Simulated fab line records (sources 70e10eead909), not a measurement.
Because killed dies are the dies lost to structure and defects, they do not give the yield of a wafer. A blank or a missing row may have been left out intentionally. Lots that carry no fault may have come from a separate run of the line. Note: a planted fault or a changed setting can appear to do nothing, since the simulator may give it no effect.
fab line records    flow nandHarc
[record] lots = 12  wafers = 34  lastDay = 33
route steps=1302 shown P_GATE@150 P_CONTACT@236 END@1302
lots untouched by any fault: they come from a run of this same line in which no faults occurred
startH: start of the lot's first displayed wafer, in hours after the record's first day    waitH: hours elapsed since this lot's preceding step    " as in the row above    L1.1+2: a single row standing in for several wafers    - no value present, or no start provided    * or withheld: withheld    < > ~ a bound
route shown NAME@n: names a module that has steps shown in the file, with the first one's number in the route    usual: mean/standard deviation taken from wafers without a fault    same: alike in all rows    chamber/n: place in a boat    sites: the reading at each site    _std_site: their standard deviation    _edge_site: inner sites' mean taken away from outer sites' mean    radiusMm: how far each site lies from the wafer's centre    mask NAME#n: copy n    behind: the last tool/chamber to shape the wafer    hold: the reason the lot was held/the length of the hold in hours/how it ended    device: which transistor (n, p or np) failed to switch    end of line: tests of these same wafers at the route's end    a step given without rows: its recipe and nothing more    killed: at the first sort, the dies lost to defects and structure; wafer yield is something else    map: shows each die of a wafer: x if killed, . if not, _ if none is there
set.NAME: setting as actually run; set.NAME@STEP: the setting as run at that earlier step    model.NAME: the simulator's own value behind a step, which no gauge read
a sample of lots followed through the steps of the route, with each step as a table and each wafer as a row
services: a tool's chamber out of use, with start hour (startH, from the record's first day; less than 0 if before it), hours out, and reason
[[steps]]
[step NHARC_P_GATE_STRIP_108]
[recipe] o2FlowSccm = 500  arFlowSccm = 0  biasW = 0  chemistry = O2
[usual] drypumpMotorCurrentA = 5.9/0.48  oesProductAu = 0.999/0.01  rfVppV = 57.9/0.88  showerheadPlenumPTorr = 3.59/0.1  throttleValvePct = 17.036/0.011
lot.wafer  tool        chamber  startH  waitH  drypumpMotorCurrentA  oesProductAu  rfHoursCounterH  rfVppV  showerheadPlenumPTorr  throttleValvePct
L628.1     rieDiel-11  1        101.71  -      5.2                   1.003         1.2              57.1    3.62                   17.038
L628.3     "           2        "       "      5.7                   0.987         0.6              58.1    3.63                   17.039
L628.2     "           0        "       "      5.7                   1.004         1.1              59.0    3.41                   17.044
L627.2     rieDiel-04  1        102.33  -      5.0                   1.004         3.3              59.3    3.46                   17.044
L627.5     "           1        "       "      5.0                   1.002         -                56.8    3.46                   17.060
L627.6     "           2        "       "      6.5                   0.996         -                57.0    3.53                   17.032
L631.3     rieDiel-02  3        133.00  -      6.1                   1.017         3.7              60.4    3.58                   17.010
L631.2     "           0        "       "      6.1                   1.012         4.3              58.4    3.71                   17.050
L631.6     "           2        "       "      6.1                   1.017         -                56.3    3.69                   17.035
L632.3     rieDiel-11  3        146.07  -      6.5                   1.002         2.1              59.3    3.48                   17.031
L632.5     "           1        "       "      5.2                   0.987         -                57.3    3.62                   17.042
L632.4     "           3        "       "      6.5                   0.999         -                57.7    3.48                   17.049
L633.3     rieDiel-04  2        157.80  -      6.5                   0.993         6.7              57.2    3.53                   17.033
L633.1     "           3        "       "      6.0                   0.999         6.7              57.2    3.78                   17.048
L633.5     "           0        "       "      6.1                   1.004         -                57.2    3.74                   17.047
L634.2     rieDiel-11  1        167.95  -      5.2                   0.990         4.0              58.4    3.62                   17.034
L634.3     "           2        "       "      5.7                   0.982         4.4              58.0    3.63                   17.027
L634.5     "           1        "       "      5.2                   0.995         -                58.3    3.62                   17.029
L636.2     rieDiel-11  1        195.14  -      5.2                   0.989         5.4              55.9    3.62                   17.042
L636.1     "           0        "       "      5.7                   1.007         6.3              56.8    3.41                   17.051
L636.6     "           2        "       "      5.7                   0.985         -                57.6    3.62                   17.042
L640.1     rieDiel-11  0        239.81  -      5.7                   1.019         9.9              58.9    3.41                   17.027
L640.4     "           1        "       "      5.1                   0.998         9.7              56.8    3.61                   17.060
L640.6     "           1        "       "      5.1                   0.996         -                57.4    3.61                   17.028
L642.1     rieDiel-02  3        253.79  -      6.1                   1.009         2.2              57.6    3.57                   17.024
L645.3     rieDiel-04  1        272.03  -      5.0                   1.004         4.9              57.6    3.46                   17.055
L645.4     "           2        "       "      6.5                   0.991         4.3              57.3    3.52                   17.048
L645.2     "           3        "       "      6.1                   0.989         4.0              58.8    3.78                   17.053
L647.1     rieDiel-02  3        298.33  -      6.1                   1.007         5.0              59.0    3.57                   17.040
L647.4     "           0        "       "      6.0                   0.995         4.9              57.9    3.70                   17.026
L647.5     "           1        "       "      6.1                   1.002         -                57.0    3.55                   17.039
L650.1     rieDiel-04  1        325.59  -      5.0                   1.008         9.3              57.1    3.46                   17.023
L650.3     "           3        "       "      6.1                   0.989         6.9              59.6    3.78                   17.030
L650.6     "           1        "       "      4.9                   0.995         -                57.1    3.46                   17.047
[step NHARC_P_GATE_SPUTTER_78]
[recipe] targetThkA = 100  material = Ni
lot.wafer   tool           chamber  startH  waitH
L627.2+6+5  pvdSputter-02  -        119.36  -
L631.3+2+6  pvdSputter-02  -        151.96  -
L632.3+4+5  pvdSputter-02  -        162.92  -
L628.2+3+1  pvdSputter-01  -        174.18  -
L633.3+1+5  pvdSputter-01  -        177.20  -
L634.3+2+5  pvdSputter-02  -        184.61  -
L636.2+1+6  pvdSputter-01  -        212.12  -
L640.4+1+6  pvdSputter-01  -        256.91  -
L642.1      pvdSputter-03  -        270.84  -
L645.2+3+4  pvdSputter-03  -        288.91  -
L647.4+1+5  pvdSputter-02  -        315.34  -
L650.1+3+6  pvdSputter-02  -        342.34  -
[step NHARC_P_GATE_RTA_80]
[recipe] tempC = 300  timeS = 30
[usual] timeS = 30/0  wafer_temp_C_max = 301.2/0.32
lot.wafer  tool          chamber  startH  waitH  timeS   wafer_temp_C_max
L627.2     rtpAnneal-01  0        119.56  -      30      301.7
L627.5     "             0        "       "      30      301.5
L627.6     "             0        "       "      30      301.1
L631.2     rtpAnneal-01  0        152.19  -      30      302.2
L631.3     "             0        "       "      30      301.3
L631.6     "             0        "       "      30      301.2
L632.3     rtpAnneal-01  0        163.18  -      30      301.1
L632.4     "             0        "       "      30      300.9
L632.5     "             0        "       "      30      301.3
L628.1     rtpAnneal-01  0        174.36  -      30      301.4
L628.2     "             0        "       "      30      301.4
L628.3     "             0        "       "      30      301.4
L633.1     rtpAnneal-01  0        177.42  -      30      301.0
L633.3     "             0        "       "      30      301.2
L633.5     "             0        "       "      30      301.0
L634.2     rtpAnneal-01  0        184.83  -      30      300.9
L634.3     "             0        "       "      30      301.4
L634.5     "             0        "       "      30      301.4
L636.1     rtpAnneal-02  0        212.32  -      30      300.9
L636.2     "             0        "       "      30      301.3
L636.6     "             0        "       "      30      300.8
L640.1     rtpAnneal-01  0        257.10  -      30      301.1
L640.4     "             0        "       "      30      301.6
L640.6     "             0        "       "      30      301.8
L642.1     rtpAnneal-01  0        271.02  -      30      301.4
L645.2     rtpAnneal-01  0        289.13  -      23.002  301.4
L645.3     "             0        "       "      30      301.5
L645.4     "             0        "       "      23.002  301.6
L647.1     rtpAnneal-02  0        315.52  -      30      301.1
L647.4     "             0        "       "      30      300.8
L647.5     "             0        "       "      30      300.9
L650.1     rtpAnneal-02  0        342.53  -      30      300.7
L650.3     "             0        "       "      30      301.2
L650.6     "             0        "       "      30      300.7
[step NHARC_P_GATE_INSPECT_68]
[usual] rawDefectCount = 220/82
lot.wafer  tool              chamber  startH  waitH  rawDefectCount
L627.2     defectInspect-02  -        120.19  0.1    295
L627.5     "                 -        "       "      519
L627.6     "                 -        "       "      276
L631.2     defectInspect-01  -        152.82  0.1    154
L631.3     "                 -        "       "      153
L631.6     "                 -        "       "      182
L632.3     defectInspect-01  -        163.78  0.1    257
L632.4     "                 -        "       "      178
L632.5     "                 -        "       "      347
L628.1     defectInspect-02  -        175.02  0.2    141
L628.2     "                 -        "       "      88
L628.3     "                 -        "       "      78
L633.1     defectInspect-01  -        178.08  0.2    193
L633.3     "                 -        "       "      276
L633.5     "                 -        "       "      170
L634.2     defectInspect-02  -        185.46  0.1    177
L634.3     "                 -        "       "      183
L634.5     "                 -        "       "      132
L636.1     defectInspect-01  -        213.00  0.2    167
L636.2     "                 -        "       "      146
L636.6     "                 -        "       "      171
L640.1     defectInspect-01  -        257.80  0.2    111
L640.4     "                 -        "       "      174
L640.6     "                 -        "       "      131
L642.1     defectInspect-02  -        271.71  0.2    204
L645.2     defectInspect-02  -        289.76  0.1    313
L645.3     "                 -        "       "      143
L645.4     "                 -        "       "      310
L647.1     defectInspect-01  -        316.18  0.2    282
L647.4     "                 -        "       "      318
L647.5     "                 -        "       "      252
L650.1     defectInspect-02  -        343.18  0.2    143
L650.3     "                 -        "       "      210
L650.6     "                 -        "       "      183
[step NHARC_P_CONTACT_ETCH_35]
[recipe] targetDepthA = 390  overEtchFrac = 0.3  timeS = 65  ionEnergyEv = 80  cf4FlowSccm = 150  arFlowSccm = 0  rfW = 300  biasW = 100  chemistry = CF4
[usual] drypumpMotorCurrentA = 5.8/0.5  oesProductAu = 0.997/0.01  rfFwdPowerW = 297.1/1.1  rfVppV = 151.9/1  showerheadPlenumPTorr = 1.82/0.055  throttleValvePct = 13.284/0.0094
lot.wafer  tool        chamber  startH  waitH  drypumpMotorCurrentA  oesProductAu  rfFwdPowerW  rfHoursCounterH  rfVppV  showerheadPlenumPTorr  throttleValvePct
L627.2     rieDiel-03  0        121.95  0.1    5.0                   1.008         297.3        0.5              152.3   1.89                   13.285
L627.5     "           2        "       "      5.4                   1.002         298.9        -                150.0   1.68                   13.272
L627.6     "           3        "       "      5.9                   0.999         296.7        -                151.4   1.85                   13.268
L631.3     rieDiel-10  2        154.71  0.1    5.7                   0.974         297.7        1.6              153.2   1.90                   13.280
L631.2     "           1        "       "      6.0                   0.978         295.4        1.7              151.9   1.78                   13.280
L631.6     "           2        "       "      5.8                   0.978         299.0        -                152.3   1.90                   13.277
L632.4     rieDiel-08  1        165.67  0.1    6.5                   1.017         295.9        3.7              151.5   1.80                   13.284
L632.3     "           2        "       "      6.1                   1.002         298.9        3.7              153.7   1.87                   13.278
L632.5     "           3        "       "      4.9                   1.007         297.3        -                151.0   1.76                   13.251
L628.1     rieDiel-08  1        176.92  0.1    6.5                   1.002         297.0        4.2              151.5   1.80                   13.288
L628.3     "           2        "       "      6.0                   1.005         296.8        4.3              152.8   1.87                   13.296
L628.2     "           0        "       "      6.0                   0.984         296.5        4.5              152.8   1.82                   13.295
L633.1     rieDiel-08  2        179.85  0.1    6.1                   1.010         297.2        4.7              150.6   1.87                   13.278
L633.3     "           1        "       "      6.6                   1.008         296.7        4.7              153.2   1.79                   13.295
L633.5     "           1        "       "      6.5                   1.010         297.6        -                152.6   1.79                   13.272
L634.3     rieDiel-03  2        187.61  0.1    5.4                   1.012         296.3        4.5              150.2   1.68                   13.271
L634.2     "           3        "       "      6.0                   0.992         297.1        4.3              150.4   1.84                   13.300
L634.5     "           1        "       "      5.8                   0.998         297.2        -                151.9   1.87                   13.274
L636.1     rieDiel-08  3        214.90  0.1    4.9                   0.989         296.7        0.2              150.3   1.76                   13.294
L636.2     "           2        "       "      6.1                   0.996         297.4        0.2              151.4   1.87                   13.292
L636.6     "           0        "       "      6.1                   0.984         295.1        -                152.4   1.82                   13.282
L640.4     rieDiel-10  1        259.68  0.1    6.0                   0.995         296.9        0.1              152.3   1.78                   13.282
L640.1     "           3        "       "      6.0                   0.975         297.4        0.1              152.6   1.84                   13.273
L640.6     "           2        "       "      5.8                   0.992         297.5        -                152.5   1.90                   13.282
L642.1     rieDiel-03  1        273.60  0.1    5.8                   1.009         297.6        7.8              151.2   1.87                   13.266
L645.3     rieDiel-03  1        291.64  0.1    5.8                   0.994         298.6        0.1              152.0   1.87                   13.290
L645.4     "           2        "       "      5.4                   0.994         297.5        0.1              150.2   1.68                   13.272
L645.2     "           3        "       "      5.9                   0.999         295.6        0.1              152.7   1.84                   13.275
L647.4     rieDiel-08  0        317.94  0.1    6.1                   0.991         295.9        3.6              151.1   1.82                   13.282
L647.1     "           1        "       "      6.5                   1.006         297.4        3.4              152.3   1.79                   13.294
L647.5     "           3        "       "      4.9                   0.978         298.0        -                151.2   1.76                   13.286
L650.1     rieDiel-08  3        344.94  0.1    4.9                   0.997         296.2        4.6              150.4   1.76                   13.283
L650.3     "           1        "       "      6.5                   1.009         297.8        4.6              150.3   1.79                   13.282
L650.6     "           2        "       "      6.0                   1.013         298.0        -                153.6   1.87                   13.295
[step NHARC_END_SORT_01]
[recipe] tempC = 25
[usual] killedAtArray = 55/22  killedAtOther = 1.1/1.4  killedAtPeriphery = 4/3.2  killedDies = 59/22  killedOpen = 3.3/1.8  killedShort = 2.5/1.5
[same] grossDies = 677
lot.wafer  tool       chamber  startH  waitH  killedAtArray  killedAtOther  killedAtPeriphery  killedDies  killedOpen  killedShort
L631.2     prober-02  0        600.87  2.8    22             1              2                  25          2           1
L631.3     prober-02  0        601.68  3.1    20             1              3                  24          5           3
L631.6     prober-02  0        604.09  4.0    22             2              1                  25          4           2
L640.1     prober-01  0        705.01  2.5    52             2              5                  59          5           2
L640.4     prober-01  0        707.42  3.4    61             0              6                  67          1           3
L640.6     prober-01  0        709.03  4.0    51             1              12                 64          5           0
L642.1     prober-02  0        712.80  2.5    81             0              8                  89          4           4
L645.2     prober-02  0        721.40  2.8    27             0              4                  31          4           7
L645.3     prober-02  0        722.19  3.1    24             0              6                  30          1           2
L645.4     prober-02  0        722.98  3.4    47             1              10                 58          5           2
// killed by level:class
L631.2 A_CHANNEL_HOLE_D2:chamberFilmFlake=9 A_BONDPAD:chamberFilmFlake=5 A_STAIRCASE:chamberFilmFlake=3 A_DECK1_JOINT:chamberFilmFlake=2 P_M0:geometricParticle:open=1 A_DECK1_JOINT:geometricParticle:open=1 A_WL_FILL:geometricParticle:short=1 P_ZERO_WELL:chamberFilmFlake=1
L631.3 A_CHANNEL_HOLE_D2:chamberFilmFlake=5 A_CHANNEL_HOLE_D1:chamberFilmFlake=4 A_BONDPAD:chamberFilmFlake=4 A_ONON_D1:geometricParticle:short=2 A_WL_FILL:geometricParticle:open=2 P_GATE:geometricParticle:open=1 P_CONTACT:geometricParticle:short=1 P_CONTACT:geometricParticle:open=1
L631.6 A_CHANNEL_HOLE_D2:chamberFilmFlake=9 A_CHANNEL_HOLE_D1:chamberFilmFlake=3 A_CHANNEL_FILL_D1:geometricParticle:open=2 A_CONTACT:chamberFilmFlake=2 THIN_TSV:chamberFilmFlake=2 A_ONON_D1:geometricParticle:open=1 A_CHANNEL_HOLE_D1:geometricParticle:short=1 A_ONON_D2:geometricParticle:short=1
L640.1 A_SLIT:chamberFilmFlake=31 A_CHANNEL_HOLE_D1:chamberFilmFlake=8 A_CONTACT:chamberFilmFlake=3 P_CONTACT:chamberFilmFlake=2 A_SGD_CUT:chamberFilmFlake=2 A_M0:chamberFilmFlake=2 P_GATE:geometricParticle:open=1 P_CONTACT:geometricParticle:open=1
L640.4 A_SLIT:chamberFilmFlake=35 A_CHANNEL_HOLE_D1:chamberFilmFlake=9 P_CONTACT:chamberFilmFlake=4 A_CONTACT:chamberFilmFlake=4 A_STAIRCASE:chamberFilmFlake=3 P_ZERO_WELL:chamberFilmFlake=2 A_ZERO_WELL:chamberFilmFlake=2 A_CHANNEL_FILL_D1:chamberFilmFlake=2
L640.6 A_SLIT:chamberFilmFlake=33 A_CHANNEL_HOLE_D1:chamberFilmFlake=8 P_ZERO_WELL:chamberFilmFlake=4 P_CONTACT:geometricParticle:open=3 P_CONTACT:chamberFilmFlake=3 A_STAIRCASE:chamberFilmFlake=3 A_CONTACT:chamberFilmFlake=2 P_GATE:geometricParticle:open=1
L642.1 A_SLIT:chamberFilmFlake=31 A_CHANNEL_HOLE_D2:chamberFilmFlake=21 A_CHANNEL_HOLE_D1:chamberFilmFlake=10 P_GATE:chamberFilmFlake=6 A_CHANNEL_FILL_D1:chamberFilmFlake=4 A_STAIRCASE:chamberFilmFlake=3 P_M2:chamberFilmFlake=2 A_WL_FILL:chamberFilmFlake=2
L645.2 A_CHANNEL_HOLE_D1:chamberFilmFlake=11 A_SLIT:chamberFilmFlake=4 A_CHANNEL_FILL_D2:geometricParticle:short=2 P_CONTACT:chamberFilmFlake=2 P_M0:geometricParticle:short=1 A_ONON_D1:geometricParticle:open=1 A_CHANNEL_FILL_D1:geometricParticle:open=1 A_DECK1_JOINT:geometricParticle:short=1
L645.3 A_CHANNEL_HOLE_D1:chamberFilmFlake=16 P_CONTACT:chamberFilmFlake=5 A_CONTACT:chamberFilmFlake=5 A_DECK1_JOINT:geometricParticle:short=1 A_BLC:geometricParticle:open=1 A_M0:geometricParticle:short=1 P_GATE:chamberFilmFlake=1
L645.4 A_CHANNEL_HOLE_D1:chamberFilmFlake=33 A_CONTACT:chamberFilmFlake=6 P_CONTACT:chamberFilmFlake=6 P_M2:chamberFilmFlake=2 A_SLIT:chamberFilmFlake=2 P_GATE:geometricParticle:short=1 A_DECK1_JOINT:geometricParticle:open=1 A_STAIRCASE:geometricParticle:short=1
[[services]]
tool           chamber  startH  hours  kind
rieDiel-11     -        78.50   9.0    pm
pvdSputter-02  -        104.00  10.0   pm
pvdSputter-02  -        133.86  2.8    repair
rieDiel-11     -        140.23  0.4    repair
rieDiel-11     0        144.15  2.5    repair
rieDiel-04     -        150.49  0.3    repair
rieDiel-04     0        160.06  3.8    repair
pvdSputter-02  -        171.88  1.2    repair
rieDiel-08     3        173.48  6.5    repair
rieDiel-04     0        177.21  5.0    repair
rieDiel-04     -        177.90  9.0    pm
rieDiel-08     -        190.80  9.0    pm
rieDiel-04     -        195.30  0.2    repair
pvdSputter-01  -        214.85  2.3    repair
pvdSputter-01  -        226.00  10.0   pm
rieDiel-11     -        255.50  9.0    pm
rieDiel-08     2        261.13  2.6    repair
rieDiel-04     -        279.08  1.6    repair
pvdSputter-02  -        282.00  10.0   pm
rieDiel-11     1        282.20  18.1   repair
rieDiel-11     3        283.33  15.0   repair
rieDiel-04     0        311.30  1.6    repair
rieDiel-11     -        311.40  2.0    repair
rieDiel-11     2        338.90  6.1    repair
[[key]]
[firstSign] step = NHARC_P_GATE_RTA_80  reading = timeS  direction = down  sigmas = 99+  usual = *  struck = *
effect none on later readings
metAt NHARC_P_GATE_SPUTTER_78,NHARC_P_GATE_RTA_80
struckLots L645
struckWafers L645.2,L645.4
testerLeftOut L645
notActingAt NHARC_P_GATE_STRIP_108,NHARC_P_GATE_INSPECT_68,NHARC_P_CONTACT_ETCH_35
onsetBetween 257.10 288.91
[fault] kind = processParameterDrift  tool = pvdSputter-03  chamber = -  onsetH = 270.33  steps = NHARC_P_GATE_SPUTTER_78  channel = targetThkA  offset = *  shape = step  endH = 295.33  scope = struckWafersOnly  actsIn = *  stated = *
[fault] kind = processParameterDrift  tool = rtpAnneal-01  chamber = -  onsetH = 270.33  steps = NHARC_P_GATE_RTA_80  channel = timeS  offset = *  shape = step  endH = 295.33  scope = struckWafersOnly  actsIn = *  stated = *
// testerLeftOut: of these lots the tester's yield and bins aren't shown, on N5 and GAA mostly nor the transistor test; their killed dies are dies lost to structure and defects alone, not to doping, threshold or leakage, so they don't give the yield
